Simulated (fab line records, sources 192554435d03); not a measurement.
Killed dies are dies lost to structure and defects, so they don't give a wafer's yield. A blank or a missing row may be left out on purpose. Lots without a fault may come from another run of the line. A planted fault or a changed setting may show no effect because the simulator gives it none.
A struck lot beside a sound one | flow n5_finfet | 16 steps out of a route of 1938
Sound: wafers L344.2, L344.3, L344.5. Struck: wafer L359.4. (L359.3 of the same lot was not struck and is left out.) The cause comes at the end.
At each step with rows: each side's tool, then ch and its chambers, then its first start. Under that, the readings that differ: sound wafers | struck wafers | difference of the means | sigmas: that difference in standard deviations of wafers without a fault.
alike: readings whose means differ by less than 2 such deviations, and words and numbers that are the same on both sides. not compared: withheld readings, readings that some wafer has no value for, bounds like >300 that may hide the same value, and numbers for which the record gives no deviation and whose values overlap.
The two part at a step that has a row with sigmas, a row that says differs or no value, or rows on one side only. Numbers that don't overlap but have no deviation are shown without sigmas and don't part them. A reading that every wafer of one side lacks parts them only if that side has two wafers or more.

N5_BEOL_M1_ETCH_41: etches SiCN in CH3F/O2, target depth 31.9 nm, time 57.8 s.
  sound on rie_diel-05 ch 1,2; struck on rie_diel-04 ch 2
  reading            | sound             | struck | difference | sigmas
  rf_fwd_power_W (W) | 390.6 389.1 388.5 | 393.4  | +4.0       | +2
  alike: chamber_pressure_mTorr, drypump_motor_current_A, oes_product_au, rf_vpp_V, showerhead_plenum_p_Torr, throttle_valve_pct
  not compared: rf_hours_counter_h
then, 1 step without rows for these wafers: N5_BEOL_M1_STRIP_97 (strips in N2/H2, time 10 s).
N5_BEOL_M1_OCD_MEAS_38:
  sound on ocd-02, day 6 14:58; struck on ocd-01, day 10 15:11
  alike: trench_depth_nm
then, 4 steps without rows for these wafers: N5_BEOL_M1_HM_STRIP_39 (strips TiN in peroxide tin strip, target depth 25 nm, time 158 s); N5_BEOL_M1_SRD_40 (time 30 s); N5_BEOL_M1_PRECLEAN_42 (cleans in residue remover, time 60 s); N5_BEOL_M1_SRD_43 (time 30 s).
N5_BEOL_M1_CD_MEAS_35: target cd 18 nm, target cd y 21 nm.
  sound on cd_sem-01, day 6 15:07; struck on cd_sem-03, day 10 15:20
  alike: cd_nm
N5_BEOL_M1_DEGAS_44: time 60 s.
  sound on pvd_sputter-02, day 6 15:40; struck on pvd_sputter-02, day 10 15:40
  alike: heater_power_w
N5_BEOL_M1_PRE_CLEAN_45: time 30 s.
  sound on pvd_sputter-02, day 6 15:42; struck on pvd_sputter-02, day 10 15:43
  alike: heater_power_w
N5_BEOL_M1_ALD_84: deposits TaN, pulse time 2 s, purge time 3 s, co reactant purge time 2 s.
  sound on ald_metal-02 ch 0,1,2, day 6 15:46; struck on ald_metal-02 ch 1, day 10 15:46
  alike: heater_power_w, mfc_carrier_sccm
then, 1 step without rows for these wafers: N5_BEOL_M1_SURFACE_TREAT_85.
N5_BEOL_M1_CVD_47: deposits Co from CCTBA/H2, target thk 3 nm, time 223.8 s.
  sound on cvd_co-01 ch 0,1,2, day 6 16:14; struck on cvd_co-01 ch 0, day 10 16:05
  reading          | sound             | struck | difference | sigmas
  run_length_s (s) | 247.1 246.9 245.7 | 184.5  | -62.1      | -99 or more
N5_BEOL_M1_SPUTTER_48: material Cu, target thk 4.5 nm, time 8.29 s.
  sound on pvd_sputter-01, day 6 16:24; struck on pvd_sputter-01, day 10 16:15
  alike: throttle_valve_pct
N5_BEOL_M4_RC_MEAS_101:
  sound on prober-02 ch 0, day 8 04:29; struck on prober-02 ch 0, day 12 01:55
  alike: DIBL_N, DIBL_P, IOFF_N, IOFF_P, ION_N, ION_P, SS_N, SS_P, VT_N, VT_P
-- the record jumps here: 6 days lie between the struck wafers' starts before and after (it left off in module BEOL_M4 and takes up again in module PASSIVATION, whose first step shown is number 1936 of the route) --
N5_PASSIVATION_PROBE_49:
  sound on prober-01, day 12 12:46; struck on prober-02, day 17 20:59
  alike: defect_limited_yield, killed_at_M0_to_M3, killed_at_M4_up, killed_at_contacts, killed_at_front_end, killed_at_other, killed_dies, killed_open, killed_short, sort_bin_4_leakage, sort_bin_5_function, sort_bin_6_memory, sort_bin_8_speed, sort_n_pass, sort_yield_pct

WHERE THEY PART
First at N5_BEOL_M1_ETCH_41; last, within this record, at N5_BEOL_M1_CVD_47. Later steps at which nothing parts them and some readings are alike: N5_BEOL_M1_SPUTTER_48, N5_BEOL_M4_RC_MEAS_101, N5_PASSIVATION_PROBE_49.

WHY: what the simulator had put in
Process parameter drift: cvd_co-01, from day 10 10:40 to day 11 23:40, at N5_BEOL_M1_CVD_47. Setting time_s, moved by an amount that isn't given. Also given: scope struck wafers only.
